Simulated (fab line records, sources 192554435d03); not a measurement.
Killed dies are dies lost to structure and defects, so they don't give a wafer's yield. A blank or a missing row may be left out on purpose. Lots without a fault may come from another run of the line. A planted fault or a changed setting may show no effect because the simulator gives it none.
Chamber matching | flow n5_finfet | N5_HKMG_FIN_ALD_79 on ald_metal-02: 4 sister chambers
The step deposits TiN, target thk 1.5 nm, pulse time 1 s, purge time 3 s. 4 wafers are shown with their chamber, then 7 later ones without.

WAFERS WITH THEIR CHAMBER
wafer  | chamber | heater_power_w (W)
L083.5 | 0       | 909
L086.1 | 3       | 843
L086.5 | 2       | 743
L090.5 | 1       | 843

WAFERS WITHOUT THEIR CHAMBER
wafer  | heater_power_w (W)
L090.6 | 749
L091.1 | 750
L091.4 | 865
L091.5 | 829
L096.1 | 855
L096.5 | 934
L096.6 | 836

WHICH CHAMBER EACH WENT THROUGH
wafer  | from the rows above          | in truth
L090.6 | 2                            | 2
L091.1 | 2                            | 2
L091.4 | can't be placed: 1 or 3 or 0 | 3
L091.5 | can't be placed: 1 or 3      | 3
L096.1 | can't be placed: 1 or 3      | 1
L096.5 | 0                            | 0
L096.6 | can't be placed: 1 or 3      | 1
Placed correctly: 3 of 7. Can't be placed from these rows: 4 (the true chamber is among the candidates in 4). Placed wrongly: 0.
How it was worked out, from the rows above alone: a wafer's distance from a chamber is the root of the sum, over the readings, of the square of ((its reading less the chamber's mean) divided by the reading's scatter). The wafer belongs to the nearest chamber; if the next one is less than 2 further off, it can't be placed. A chamber's mean is the mean of its shown wafers. The scatter: with one shown wafer a chamber, the root of the mean of the squares of how far each hidden wafer lies from its nearest shown one.
